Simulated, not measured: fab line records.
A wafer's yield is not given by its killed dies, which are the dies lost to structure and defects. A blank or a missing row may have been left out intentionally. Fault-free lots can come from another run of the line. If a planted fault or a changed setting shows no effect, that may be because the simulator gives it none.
The tool behind it: which one? -- flow nand harc -- Sampling: 14 lots, 42 wafers, 4 of 1302 route steps

WHAT EACH GAUGE READ, for each wafer
NHARC_A_ONON_D2_THK_MEAS_11: measures by ellipsometry.
lot,measured,on,thk nm (nm)
L746,day 12 12:11,film metro-02,1008 1009 1008
L747,day 13 11:06,film metro-02,1014 1016 1015
L748,day 14 07:49,film metro-01,1000 1002 1003
L758,day 18 13:40,film metro-01,1010 1011 1011
L760,day 18 20:13,film metro-02,1001 1002 1002
L761,day 19 10:43,film metro-02,1007 1007 1006
L762,day 19 19:50,film metro-02,1020 1019 1021
L764,day 20 09:30,film metro-01,1014 1012 1013
L765,day 20 09:25,film metro-02,985 983 983
L766,day 21 12:09,film metro-01,984 985 984
L767,day 21 12:07,film metro-02,999 1000 998
L768,day 22 11:19,film metro-01,996 997 996

NHARC_A_ONON_D2_THK_MEAS_27: measures by ellipsometry.
lot,measured,on,thk nm (nm)
L746,day 12 21:50,film metro-02,990 989 990
L747,day 13 22:10,film metro-01,995 996 995
L748,day 14 17:32,film metro-01,996 999 996
L758,day 19 00:19,film metro-01,1002 1001 1002
L760,day 19 06:11,film metro-01,1004 1003 1003
L761,day 19 20:22,film metro-02,1026 1025 1026
L762,day 20 05:53,film metro-02,989 990 989
L764,day 20 16:26,film metro-02,983 985 983
L765,day 20 16:26,film metro-01,998 1000 999
L766,day 21 21:52,film metro-02,1008 1007 1009
L767,day 21 21:52,film metro-01,1002 1005 1004
L768,day 22 21:08,film metro-02,1022 1020 1019

TOOL THAT RAN EACH LOT (tool first, then ch and the chambers of the sampled wafers, then the start)
lot,NHARC_A_CHANNEL_FILL_D1_ALD_14,NHARC_A_DECK1_JOINT_CMP_02
L746,"ald hk-02 ch 0,2,3, day 9 06:53","cmp-04 ch 1,2,3, day 12 09:12"
L747,"ald hk-02 ch 0,1,3, day 10 00:54","cmp-02 ch 0,2,3, day 13 08:06"
L748,"ald hk-04 ch 0,1,3, day 10 22:38","cmp-04 ch 1,2,3, day 14 04:52"
L756,"ald hk-04 ch 0,3, day 13 12:25","cmp-03 ch 2,3, day 16 14:41"
L755,"ald hk-03 ch 0,1,3, day 13 12:29","cmp-02 ch 0,1, day 16 14:41"
L758,"ald hk-04 ch 0,1,2, day 15 10:13","cmp-03 ch 2,3, day 18 10:40"
L760,"ald hk-02 ch 0,1,3, day 15 15:26","cmp-02 ch 0,1,3, day 18 17:13"
L761,"ald hk-02 ch 0,2,3, day 16 02:29","cmp-03 ch 0,2, day 19 07:45"
L762,"ald hk-04 ch 0,2,3, day 16 12:14","cmp-03 ch 0,1,2, day 19 16:51"
L764,"ald hk-02 ch 0,1, day 17 04:58","cmp-03 ch 0,1,2, day 20 06:29"
L765,"ald hk-04 ch 0,1,3, day 17 04:58","cmp-04 ch 0,1,2, day 20 06:25"
L766,"ald hk-02 ch 0,1,3, day 18 06:23","cmp-03 ch 0,1, day 21 09:08"
L767,"ald hk-02 ch 1,2,3, day 18 06:32","cmp-02 ch 0,2,3, day 21 09:09"
L768,"ald hk-04 ch 0,3, day 18 13:40","cmp-03 ch 0,2, day 22 08:13"
- NHARC_A_CHANNEL_FILL_D1_ALD_14: deposits SiO2, target thk 2.5 nm, pulse time 10 s, ald cycles 25.
- NHARC_A_DECK1_JOINT_CMP_02: polishes SiOx.

AS READ BY THE TOOLS THEMSELVES (means over the sampled wafers that have a number; for cases with no such wafer, the mark the record gives instead)
NHARC_A_CHANNEL_FILL_D1_ALD_14.
lot,tool,heater power w (W),precursor pulse height rel
L746,ald hk-02,508,1.014
L747,ald hk-02,464,1.024
L748,ald hk-04,462,0.993
L756,ald hk-04,492,0.995
L755,ald hk-03,453,1.005
L758,ald hk-04,440,1.024
L760,ald hk-02,468,1.003
L761,ald hk-02,508,0.996
L762,ald hk-04,468,0.998
L764,ald hk-02,422,1.011
L765,ald hk-04,479,0.989
L766,ald hk-02,448,0.999
L767,ald hk-02,521,0.998
L768,ald hk-04,490,1.017

NHARC_A_DECK1_JOINT_CMP_02.
lot,tool,edge zone pressure frac,motor current A (A)
L746,cmp-04,0.998,12.0
L747,cmp-02,1.001,12.0
L748,cmp-04,1.001,11.6
L756,cmp-03,-,-
L755,cmp-02,-,-
L758,cmp-03,1.005,10.7
L760,cmp-02,0.995,12.2
L761,cmp-03,1.002,11.7
L762,cmp-03,1.001,11.2
L764,cmp-03,0.997,11.2
L765,cmp-04,1.002,10.9
L766,cmp-03,1.005,11.6
L767,cmp-02,1.001,11.9
L768,cmp-03,0.999,11.8

THE ANSWER, worked out from the rows above alone
Rule: what is usual is taken from the lots themselves. The widest of any qualifying gaps counts: lots, ordered by their means at a reading, are off when they make up no more than a third of the lots, leave a main group of 4 or more, and stand apart from it by 3 or more times the standard deviation of that group's means. A main group whose means are all the same, to the digits that the tables above print for the reading, isn't used. A lot without any number at a reading at which 4 lots or more have one is off too. All remaining lots with rows at the step are treated as sound. The gauges are gone through in route order, then the tools' own readings, and for those a lot's mean is taken as printed above. At the first step where some lot is off, the reading lying furthest off is the one used; lots without a number count as furthest.
Off: L756, L755, at NHARC_A_DECK1_JOINT_CMP_02 (edge zone pressure frac). Without a number there: L756, L755. Mean 1.001 and standard deviation 0.0028 in the main group.
If a tool, at that step or one of the process steps before it, ran each lot that is off and ran no sound lot following the first of them, it fits. Not one of the candidates tried fits.

WHAT THE SIMULATOR PUT IN
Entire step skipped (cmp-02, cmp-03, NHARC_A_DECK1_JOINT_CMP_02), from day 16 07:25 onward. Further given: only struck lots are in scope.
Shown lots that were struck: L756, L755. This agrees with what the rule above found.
